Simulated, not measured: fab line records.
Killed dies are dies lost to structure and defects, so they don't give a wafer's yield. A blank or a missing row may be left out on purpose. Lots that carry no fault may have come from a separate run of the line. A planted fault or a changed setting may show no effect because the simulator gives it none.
fab line records    flow nand-harc
[record] lots = 11  wafers = 33  last-day = 24
route steps=1159 shown P_ZERO_WELL@26 P_STI@88 END@1159
lots untouched by any fault: they come from a run of this same line in which no faults occurred
start-h: the number of hours between the record's first day and the start of the first shown wafer of the lot    wait-h: time in hours since the lot's previous step    " repeats the value in the row above    L1.1+2: one row covering several wafers at once    - no value, or no start given    * or withheld: withheld    < > ~ a bound
route shown NAME@n: NAME is a module with steps in the file, n the number in the route of the first one    usual: mean/standard deviation of fault-free wafers    same: alike in all rows    chamber/n: place in a boat    sites: the reading at each site    _std_site: standard deviation of those values    _edge_site: mean of outer sites minus mean of inner sites    radius-mm: for every site, how far away it sits from the centre of the wafer    mask NAME#n: copy n    behind: the last tool/chamber to shape the wafer    hold: cause of the lot's hold/its duration in hours/its outcome    device: transistor that didn't switch, given as n, p or np    end of line: tests of these same wafers at the route's end    a step with no rows: only its recipe    killed: count of dies lost to structure and defects at first sort (not the wafer's yield)    map: a wafer's dies, x killed, . not, _ none there
set.NAME: the run value of the setting; set.NAME@STEP: its run value at that earlier step    model.NAME: the simulator's own value behind a step, which no gauge read
the route's steps for a sample of lots (tables are steps, rows are wafers)
services: the hour from which a tool's chamber was out of use, counted from the record's first day as start-h (under 0 if before that day), plus the number of hours and why
[[steps]]
[step NHARC_P_ZERO_WELL_EXPOSE_21]
[recipe] na = 0.6  target-cd-nm = 720  dose-mj = 22.31  mask-id = P_NWELL
[usual] reticle-temp-C = 23.03/0.098
lot.wafer  tool            chamber  start-h  wait-h  mask          reticle-temp-C
L462.1     krf-scanner-04  0        26.43    -       P_NWELL#0     22.85
L462.2     "               0        "        "       P_NWELL#0     23.02
L462.6     "               0        "        "       P_NWELL#0     23.09
L464.2     krf-scanner-01  0        38.49    -       P_NWELL#0     23.02
L464.3     "               0        "        "       P_NWELL#0     23.01
L464.4     "               0        "        "       P_NWELL#0     23.12
L465.1     krf-scanner-04  0        44.35    -       P_NWELL#0     23.03
L465.3     "               0        "        "       P_NWELL#0     23.04
L465.6     "               0        "        "       P_NWELL#0     23.07
L466.2     krf-scanner-02  0        50.43    -       P_NWELL#0     23.02
L466.3     "               0        "        "       P_NWELL#0     23.16
L466.6     "               0        "        "       P_NWELL#0     23.21
L467.2     krf-scanner-04  0        56.50    -       P_NWELL#0     23.05
L467.3     "               0        "        "       P_NWELL#0     22.88
L467.4     "               0        "        "       P_NWELL#0     22.94
L470.3     krf-scanner-02  0        74.44    -       P_NWELL#0     22.98
L470.5     "               0        "        "       P_NWELL#0     22.95
L470.6     "               0        "        "       P_NWELL#0     22.94
L471.1     krf-scanner-04  0        80.39    -       P_NWELL_R1#0  23.02
L471.4     "               0        "        "       P_NWELL_R1#0  22.81
L471.6     "               0        "        "       P_NWELL_R1#0  22.90
L473.1     krf-scanner-04  0        92.30    -       P_NWELL#0     23.02
L473.4     "               0        "        "       P_NWELL#0     23.06
L473.5     "               0        "        "       P_NWELL#0     22.96
L474.2     krf-scanner-01  0        98.43    -       P_NWELL#0     22.92
L474.4     "               0        "        "       P_NWELL#0     23.01
L474.5     "               0        "        "       P_NWELL#0     23.08
L481.1     krf-scanner-04  0        140.49   -       P_NWELL#0     23.17
L481.2     "               0        "        "       P_NWELL#0     23.06
L481.3     "               0        "        "       P_NWELL#0     23.03
L483.1     krf-scanner-04  0        152.44   -       P_NWELL#0     23.11
L483.3     "               0        "        "       P_NWELL#0     23.24
L483.5     "               0        "        "       P_NWELL#0     23.01
[step NHARC_P_ZERO_WELL_CD_MEAS_24]
[recipe] target-cd-nm = 720  landing-energy-ev = 500
[usual] cd-nm = 719.9/1.2
lot.wafer  tool       chamber  start-h  wait-h  cd-nm
L462.1     cd-sem-01  0        26.59    -       719.4
L462.2     "          0        "        "       720.9
L462.6     "          0        "        "       720.4
L464.2     cd-sem-03  0        38.65    -       718.1
L464.3     "          0        "        "       717.2
L464.4     "          0        "        "       717.4
L465.1     cd-sem-03  0        44.52    -       719.3
L465.3     "          0        "        "       720.5
L465.6     "          0        "        "       718.8
L466.2     cd-sem-03  0        50.59    -       720.6
L466.3     "          0        "        "       718.9
L466.6     "          0        "        "       719.8
L467.2     cd-sem-01  0        56.65    -       718.9
L467.3     "          0        "        "       719.6
L467.4     "          0        "        "       719.5
L470.3     cd-sem-01  0        74.59    -       719.2
L470.5     "          0        "        "       718.2
L470.6     "          0        "        "       717.5
L471.1     cd-sem-01  0        80.55    -       657.1
L471.4     "          0        "        "       657.5
L471.6     "          0        "        "       658.2
L473.1     cd-sem-03  0        92.45    -       720.6
L473.4     "          0        "        "       721.3
L473.5     "          0        "        "       719.5
L474.2     cd-sem-02  0        98.58    -       720.5
L474.4     "          0        "        "       720.1
L474.5     "          0        "        "       720.7
L481.1     cd-sem-03  0        140.64   -       719.7
L481.2     "          0        "        "       719.4
L481.3     "          0        "        "       720.2
L483.1     cd-sem-01  0        152.60   -       719.1
L483.3     "          0        "        "       720.6
L483.5     "          0        "        "       719.2
[step NHARC_P_ZERO_WELL_CD_MEAS_52]
[recipe] target-cd-nm = 2000  landing-energy-ev = 500
[usual] cd-nm = 1999.6/1.6
lot.wafer  tool       chamber  start-h  wait-h  cd-nm
L462.1     cd-sem-01  0        29.88    -       2000.8
L462.2     "          0        "        "       2001.7
L462.6     "          0        "        "       2002.5
L464.2     cd-sem-03  0        41.68    -       2000.2
L464.3     "          0        "        "       2000.3
L464.4     "          0        "        "       1999.9
L465.1     cd-sem-03  0        47.81    -       2000.9
L465.3     "          0        "        "       2001.0
L465.6     "          0        "        "       1998.9
L466.2     cd-sem-01  0        53.75    -       2000.9
L466.3     "          0        "        "       1999.6
L466.6     "          0        "        "       1999.2
L467.2     cd-sem-03  0        59.84    -       1998.2
L467.3     "          0        "        "       1998.3
L467.4     "          0        "        "       1998.1
L470.3     cd-sem-01  0        77.77    -       2001.2
L470.5     "          0        "        "       1999.6
L470.6     "          0        "        "       2000.1
L471.1     cd-sem-01  0        83.72    -       1999.8
L471.4     "          0        "        "       2000.4
L471.6     "          0        "        "       2000.0
L473.1     cd-sem-03  0        95.81    -       2002.2
L473.4     "          0        "        "       2001.6
L473.5     "          0        "        "       2001.7
L474.2     cd-sem-01  0        101.86   -       1997.6
L474.4     "          0        "        "       1999.8
L474.5     "          0        "        "       2000.7
L481.1     cd-sem-03  0        143.85   -       2001.5
L481.2     "          0        "        "       2000.6
L481.3     "          0        "        "       1998.7
L483.1     cd-sem-02  0        155.78   -       2000.4
L483.3     "          0        "        "       2000.0
L483.5     "          0        "        "       1999.2
[step NHARC_P_STI_ETCH_42]
[recipe] target-depth-a = 800  overetch-a = 240  time-s = 61  ion-energy-ev = 200  n2-flow-sccm = 150  h2-flow-sccm = 150  ar-flow-sccm = 0  rf-w = 400  bias-w = 150  chemistry = N2/H2
[usual] bias-w = 150.0/0.48  chamber-pressure-mTorr = 30.006/0.028  drypump-motor-current-A = 5.7/0.47  mfc-ar-sccm = 0.010/0.012  oes-product-au = 1.000/0.0063  rf-vpp-V = 431.0/2.7  showerhead-plenum-p-Torr = 2.06/0.096  throttle-valve-pct = 14.172/0.01
lot.wafer  tool         chamber  start-h  wait-h  bias-w  chamber-pressure-mTorr  drypump-motor-current-A  mfc-ar-sccm  oes-product-au  rf-hours-counter-h  rf-vpp-V  showerhead-plenum-p-Torr  throttle-valve-pct
L462.1     rie-diel-11  2        48.72    0.1     150.2   30.016                  6.3                      0.038        1.006           1                   427.2     1.96                      14.166
L462.2     "            3        "        "       149.8   30.026                  5.8                      0            0.996           1                   434.4     2.20                      14.175
L462.6     "            2        "        "       150.0   30.028                  6.3                      0.038        1.004           -                   429.3     1.96                      14.163
L464.3     rie-diel-11  0        62.07    0.1     149.8   30.003                  6.0                      0.013        1.003           1                   430.8     2.05                      14.172
L464.2     "            1        "        "       149.7   29.972                  5.0                      0            0.991           1                   434.1     2.14                      14.191
L464.4     "            3        "        "       150.2   29.977                  5.8                      0            0.998           1                   435.2     2.20                      14.169
L466.2     rie-diel-11  1        67.63    0.1     149.6   30.007                  5.0                      0            0.985           1                   431.8     2.14                      14.172
L466.3     "            0        "        "       149.6   29.977                  5.9                      0.013        0.997           1                   432.7     2.06                      14.183
L466.6     "            1        "        "       149.8   30.019                  5.0                      0            0.987           -                   432.1     2.14                      14.161
L465.3     rie-diel-09  0        67.79    0.1     150.6   30.007                  6.2                      0.008        1.003           11                  429.3     1.96                      14.169
L465.1     "            2        "        "       150.4   30.008                  4.8                      0            1.001           9                   430.0     1.94                      14.163
L465.6     "            1        "        "       150.0   29.956                  6.0                      0.023        1.002           -                   432.1     2.08                      14.164
L467.4     rie-diel-06  1        77.61    0.1     149.8   30.024                  6.0                      0.020        1.003           0                   433.9     2.19                      14.176
L467.3     "            2        "        "       150.2   29.964                  5.7                      0            0.987           0                   428.5     1.96                      14.188
L467.2     "            0        "        "       149.7   30.044                  5.7                      0            0.998           0                   426.0     1.91                      14.178
L471.1     rie-diel-11  1        97.46    0.1     150.2   30.049                  5.0                      0            0.991           2                   434.7     2.14                      14.181
L471.4     "            2        "        "       149.1   30.024                  6.3                      0.038        0.997           2                   427.5     1.96                      14.173
L471.6     "            3        "        "       150.2   30.025                  5.8                      0            1.004           -                   434.8     2.19                      14.154
L470.3     rie-diel-09  0        97.63    0.1     148.9   30.003                  6.2                      0.008        0.996           1                   427.9     1.96                      14.169
L470.5     "            3        "        "       149.5   30.013                  5.9                      0.006        0.995           -                   431.8     2.11                      14.168
L470.6     "            0        "        "       148.9   30.011                  6.2                      0.008        0.993           -                   429.6     1.96                      14.189
L473.1     rie-diel-06  0        114.94   0.1     150.1   30.019                  5.7                      0            1.002           1                   427.9     1.91                      14.178
L473.4     "            0        "        "       150.9   30.061                  5.7                      0            1.000           -                   427.4     1.91                      14.168
L473.5     "            0        "        "       150.3   30.038                  5.6                      0            1.002           -                   427.7     1.91                      14.162
L474.4     rie-diel-09  3        119.96   0.1     150.3   29.979                  5.9                      0.006        1.006           2                   431.0     2.11                      14.169
L474.2     "            0        "        "       150.2   29.982                  6.2                      0.008        1.002           3                   427.6     1.96                      14.179
L474.5     "            1        "        "       150.5   30.028                  6.0                      0.023        1.002           -                   431.9     2.08                      14.186
L481.3     rie-diel-11  0        161.28   0.1     150.8   29.990                  6.0                      0.013        1.006           4                   430.5     2.05                      14.168
L481.1     "            1        "        "       148.9   30.037                  5.0                      0            1.001           4                   432.9     2.14                      14.175
L481.2     "            2        "        "       149.3   29.983                  6.3                      0.038        1.002           4                   427.5     1.96                      14.174
L483.3     rie-diel-09  1        174.49   0.1     149.9   30.014                  6.0                      0.023        0.994           7                   432.0     2.08                      14.161
L483.1     "            0        "        "       150.4   30.049                  6.2                      0.008        1.005           6                   427.6     1.96                      14.147
L483.5     "            2        "        "       150.3   29.950                  4.8                      0            1.004           -                   428.8     1.94                      14.150
[step NHARC_P_STI_ETCH_15]
[recipe] target-depth-a = 3000  taper-deg = 4  time-s = 100.1  hbr-flow-sccm = 150  cl2-flow-sccm = 50  rf-w = 400  icp-w = 400  bias-w = 100  chemistry = HBr/Cl2
[usual] bias-w = 100.0/0.3  chamber-pressure-mTorr = 15.000/0.014  drypump-motor-current-A = 5.7/0.43  oes-product-au = 1.003/0.008  throttle-valve-pct = 26.406/0.0085
lot.wafer  tool       chamber  start-h  wait-h  bias-w  chamber-pressure-mTorr  drypump-motor-current-A  oes-product-au  rf-hours-counter-h  throttle-valve-pct
L462.1     rie-si-02  1        48.90    -       99.7    14.978                  5.9                      1.001           0.0                 26.390
L462.2     "          3        "        "       100.3   14.983                  5.8                      0.993           0.0                 26.417
L462.6     "          2        "        "       100.3   14.998                  6.3                      0.999           -                   26.404
L464.2     rie-si-02  1        62.28    -       99.7    14.985                  5.9                      1.006           0.2                 26.400
L464.3     "          2        "        "       100.2   15.012                  6.3                      1.005           0.1                 26.397
L464.4     "          3        "        "       99.6    15.002                  5.8                      0.973           0.2                 26.411
L466.2     rie-si-02  1        67.82    -       99.4    15.007                  5.9                      1.010           0.3                 26.406
L466.3     "          0        "        "       99.7    15.003                  5.6                      0.999           0.3                 26.392
L466.6     "          1        "        "       99.3    15.001                  5.9                      1.012           -                   26.396
L465.1     rie-si-01  0        67.98    -       100.4   15.011                  5.6                      0.999           0.9                 26.399
L465.3     "          3        "        "       100.0   14.996                  5.8                      1.017           0.9                 26.399
L465.6     "          0        "        "       100.3   15.017                  5.7                      1.003           -                   26.393
L467.3     rie-si-01  0        77.80    -       99.8    15.002                  5.6                      0.995           1.0                 26.421
L467.4     "          1        "        "       99.8    15.004                  5.0                      0.993           0.9                 26.395
L467.2     "          2        "        "       100.5   15.012                  6.4                      1.009           0.8                 26.403
L471.1     rie-si-05  3        97.64    -       100.4   15.004                  6.0                      1.011           0.2                 26.397
L471.4     "          2        "        "       100.4   14.994                  5.3                      1.002           0.2                 26.405
L471.6     "          3        "        "       100.0   15.010                  6.0                      1.012           -                   26.402
L470.3     rie-si-02  0        97.82    -       100.0   15.019                  5.6                      1.003           0.5                 26.392
L470.5     "          3        "        "       99.9    15.018                  5.8                      0.981           -                   26.409
L470.6     "          0        "        "       100.0   15.002                  5.6                      0.998           -                   26.396
L473.4     rie-si-01  2        115.23   -       99.9    14.994                  6.5                      1.005           1.1                 26.418
L473.1     "          3        "        "       99.9    15.012                  5.9                      1.010           1.2                 26.403
L473.5     "          0        "        "       99.7    14.976                  5.6                      0.987           -                   26.412
L474.2     rie-si-02  0        120.14   -       100.0   15.012                  5.6                      1.014           0.6                 26.402
L474.4     "          2        "        "       99.9    14.997                  6.4                      0.997           0.5                 26.416
L474.5     "          1        "        "       100.2   14.999                  5.9                      1.005           -                   26.402
L481.1     rie-si-01  3        161.46   -       100.0   15.006                  5.9                      1.011           0.2                 26.412
L481.2     "          0        "        "       100.1   15.022                  5.7                      1.003           0.2                 26.401
L481.3     "          2        "        "       99.5    15.010                  6.5                      1.014           0.2                 26.394
L483.1     rie-si-01  0        174.68   -       99.8    15.007                  5.6                      0.992           0.3                 26.403
L483.3     "          2        "        "       99.9    14.995                  6.4                      0.996           0.2                 26.424
L483.5     "          1        "        "       99.5    15.001                  5.0                      1.003           -                   26.417
[step NHARC_END_SORT_01]
[recipe] temp-c = 25
[usual] killed-at-array = 28/12  killed-at-other = 0.8/1.1  killed-at-periphery = 3.6/2.3  killed-dies = 32/12  killed-open = 3.4/1.9  killed-short = 2.0/1.3
[same] gross-dies = 677
lot.wafer  tool       chamber  start-h  wait-h  killed-at-array  killed-at-other  killed-at-periphery  killed-dies  killed-open  killed-short
L474.2     prober-01  0        504.83   2.8     49               0                8                    57           7            2
L474.4     prober-01  0        506.45   3.4     55               0                5                    60           4            1
L474.5     prober-01  0        507.25   3.7     62               0                9                    71           8            5
L471.1     prober-01  0        511.89   2.5     19               0                5                    24           4            0
L471.4     prober-01  0        514.29   3.4     25               0                3                    28           3            0
L471.6     prober-01  0        515.89   4.0     19               1                9                    29           5            1
// killed by level:class
L474.2 A_CHANNEL_HOLE_D1:chamber-film-flake=21 A_SLIT:chamber-film-flake=10 A_CONTACT:chamber-film-flake=5 P_M1:chamber-film-flake=3 A_BLC:geometric-particle:open=2 P_GATE:chamber-film-flake=2 A_CHANNEL_FILL_D1:chamber-film-flake=2 A_STAIRCASE:chamber-film-flake=2
L474.4 A_SLIT:chamber-film-flake=18 A_CHANNEL_HOLE_D1:chamber-film-flake=18 A_STAIRCASE:chamber-film-flake=7 A_CONTACT:chamber-film-flake=7 P_M1:chamber-film-flake=2 P_M0:geometric-particle:open=1 P_M1:geometric-particle:open=1 A_ONON_D1:geometric-particle:open=1
L474.5 A_CHANNEL_HOLE_D1:chamber-film-flake=17 A_SLIT:chamber-film-flake=17 A_CONTACT:chamber-film-flake=9 P_M1:chamber-film-flake=4 A_WL_FILL:chamber-film-flake=4 A_WL_FILL:geometric-particle:open=3 A_STAIRCASE:chamber-film-flake=3 P_M0:geometric-particle:short=1
L471.1 A_CHANNEL_HOLE_D1:chamber-film-flake=12 A_STAIRCASE:chamber-film-flake=4 P_ZERO_WELL:area-expose=4 A_M0:geometric-particle:open=2 P_CONTACT:geometric-particle:open=1 A_CONTACT:geometric-particle:open=1
L471.4 A_CHANNEL_HOLE_D1:chamber-film-flake=20 A_M0:geometric-particle:open=2 A_STAIRCASE:chamber-film-flake=2 P_M0:geometric-particle:open=1 P_STI:chamber-film-flake=1 A_CONTACT:chamber-film-flake=1 P_ZERO_WELL:area-expose=1
L471.6 A_CHANNEL_HOLE_D1:chamber-film-flake=14 P_ZERO_WELL:area-expose=3 P_M0:geometric-particle:open=2 P_GATE:chamber-film-flake=2 A_CONTACT:chamber-film-flake=2 P_M0:geometric-particle:short=1 A_ONON_D1:geometric-particle:open=1 A_CHANNEL_FILL_D1:geometric-particle:open=1
[[services]]
tool            chamber  start-h  hours  kind
krf-scanner-04  -        5.32     1.1    repair
rie-diel-11     -        12.50    9.0    pm
rie-si-02       -        34.00    9.0    pm
rie-si-01       1        37.33    1.2    repair
krf-scanner-04  -        37.90    1.5    repair
krf-scanner-02  -        38.00    4.0    pm
rie-si-01       0        47.28    8.2    repair
rie-si-01       3        51.14    4.9    repair
rie-si-02       2        53.95    6.8    repair
krf-scanner-04  -        55.51    0.4    repair
krf-scanner-02  -        60.02    2.6    repair
rie-diel-06     -        64.20    9.0    pm
krf-scanner-02  -        71.01    0.3    repair
rie-diel-09     -        77.10    9.0    pm
krf-scanner-01  -        77.76    0.3    repair
krf-scanner-04  -        80.73    0.3    repair
krf-scanner-04  -        102.05   1.1    repair
rie-si-01       -        108.69   1.0    repair
rie-diel-09     3        122.97   5.7    repair
krf-scanner-04  -        126.00   4.0    pm
rie-si-01       -        127.00   9.0    pm
krf-scanner-04  -        161.41   2.7    repair
rie-diel-11     -        164.47   1.6    repair
rie-diel-11     0        169.64   10.9   repair
[[key]]
[first-sign] step = NHARC_P_ZERO_WELL_EXPOSE_21  reading = mask  direction = changed
[effect] step = NHARC_P_ZERO_WELL_CD_MEAS_24  reading = cd-nm  direction = down  sigmas = 52  usual = 719.9  struck = 657.6
met-at NHARC_P_ZERO_WELL_EXPOSE_21
struck-lots L471
tester-left-out L471
not-acting-at NHARC_P_ZERO_WELL_CD_MEAS_52,NHARC_P_STI_ETCH_42,NHARC_P_STI_ETCH_15
onset-between 56.50 80.39
[fault] kind = wrong-mask  tool = any  chamber = -  onset-h = 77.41  steps = NHARC_P_ZERO_WELL_EXPOSE_21  aux-copy = P_NWELL_R1#0  cd-offset-nm = -63.437  scope = struck-lots-only
// tester-left-out: of these lots the tester's yield and bins aren't shown, on N5 and GAA mostly nor the transistor test; their killed dies are dies lost to structure and defects alone, not to doping, threshold or leakage, so they don't give the yield
